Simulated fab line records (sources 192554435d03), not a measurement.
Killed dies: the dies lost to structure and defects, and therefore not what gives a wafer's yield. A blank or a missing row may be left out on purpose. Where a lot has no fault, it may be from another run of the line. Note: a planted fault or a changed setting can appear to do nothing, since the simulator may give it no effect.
A lot that was struck, set against a sound lot ; flow n5Finfet ; 24 out of 1938 route steps
Sound: the wafers L258.1, L258.4, L258.5. Struck: wafer L266.4 (left out: L266.3, L266.5 of the same lot, which were not struck); the cause appears at the end.
At each step with rows: each side's tool, then ch and its chambers, then its first start. Under that, the readings that differ: sound wafers ; struck wafers ; difference of the means ; sigmas: that difference in standard deviations of wafers without a fault.
alike: words and numbers the same on both sides, and readings whose means are apart by under 2 such deviations; not compared: readings that were withheld, readings missing a value for some wafer, numbers with overlapping values and no deviation given by the record, and bounds like >300 which may hide the same value.
Wherever a step has rows on one side only, a row that says differs or no value, or a row with sigmas, the two part there. When numbers do not overlap yet have no deviation, they are printed without sigmas and do not part them. A reading that every wafer of one side lacks parts them only if that side has two wafers or more.

first, 11 steps without rows for these wafers: N5_STI_FIN_REVEAL_DENSIFY_30; N5_STI_FIN_REVEAL_ETCHBACK_08 (etches SiO2 in C4F6/O2, target depth 30.5 nm, time 10.167 s); N5_STI_FIN_REVEAL_STRIP_24 (strips in N2/H2, time 90 s); N5_STI_FIN_REVEAL_PRECLEAN_25 (cleans in SPM, time 90 s); N5_STI_FIN_REVEAL_PRECLEAN_26 (cleans in SC1, time 45 s); N5_STI_FIN_REVEAL_PRECLEAN_29 (cleans in DHF, time 30 s); N5_STI_FIN_REVEAL_SRD_12 (time 30 s); N5_STI_FIN_REVEAL_RECESS_09 (chemistry HF/NH3, target SiO2, afs cycles 11, target depth 42.5 nm, sublimation time 60 s); N5_STI_FIN_REVEAL_STRIP_16 (strips SiNx in H3PO4, target depth 23.8 nm); N5_STI_FIN_REVEAL_PRECLEAN_17 (cleans in NF3:NH3, afs cycles 1, time 20 s, sublimation time 60 s); N5_STI_FIN_REVEAL_ETCH_34 (etches Si in H2, material Si, target depth 0.97 nm).
N5_STI_FIN_REVEAL_OXIDATION_31: chemistry O2 PLASMA REMOTE, time 20 s.
  sound on plasmaAsher-02 ch 0,1, day 3 06:38; struck on plasmaAsher-02 ch 0, day 5 14:31
  alike: chamberPressureMTorr, drypumpMotorCurrentA, heaterPowerW
  not compared: rfHoursCounterH
then, 8 steps without rows for these wafers: N5_STI_FIN_REVEAL_PRECLEAN_32 (cleans in NF3:NH3, afs cycles 1, time 20 s, sublimation time 60 s); N5_STI_FIN_REVEAL_STRIP_35 (strips Si3N4 in H3PO4, target depth 4 nm, time 39 s); N5_STI_FIN_REVEAL_SRD_21 (time 30 s); N5_STI_FIN_REVEAL_OXIDATION_33 (chemistry O2 PLASMA REMOTE, time 20 s); N5_STI_FIN_REVEAL_CLEAN_19 (cleans in O3/DIW, time 120 s); N5_STI_FIN_REVEAL_SRD_23 (time 30 s); N5_STI_FIN_REVEAL_PRECLEAN_18 (cleans in SC2, time 45 s); N5_STI_FIN_REVEAL_SRD_28 (time 30 s).
N5_STI_FIN_REVEAL_INSPECT_13: inspects for defects (darkfield).
  sound on defectInspect-02, day 3 07:16; struck on defectInspect-02, day 5 15:08
reading;sound;struck;difference;sigmas
rawDefectCount;16 9 10;534;+522;+99 or more
then, 1 step without rows for these wafers: N5_DUMMY_GATE_PRECLEAN_00 (cleans in O3/DIW, time 60 s).
-- record jumps: 6 days separate the struck wafers' starts on either side; left off in module DUMMY_GATE, taken up again in module BEOL_M4, whose first shown step is the route's number 1111 --
N5_BEOL_M4_RC_MEAS_101:
  sound on prober-02 ch 0, day 9 18:14; struck on prober-01 ch 0, day 12 02:35
reading;sound;struck;difference;sigmas
ION_P (uA/um);454 455 451;467;+14;+2
  alike: DIBL_N, DIBL_P, IOFF_N, IOFF_P, ION_N, SS_N, SS_P, VT_N, VT_P
-- the record jumps here: 4 days lie between the struck wafers' starts before and after (it left off in module BEOL_M4 and takes up again in module PASSIVATION, whose first step shown is number 1936 of the route) --
N5_PASSIVATION_PROBE_49:
  the record has rows for the struck wafers here (prober-01, day 16 14:34) and none for the sound ones

== WHERE THEY PART ==
First at N5_STI_FIN_REVEAL_INSPECT_13; last, within this record, at N5_PASSIVATION_PROBE_49.

WHY: the cause the simulator had injected
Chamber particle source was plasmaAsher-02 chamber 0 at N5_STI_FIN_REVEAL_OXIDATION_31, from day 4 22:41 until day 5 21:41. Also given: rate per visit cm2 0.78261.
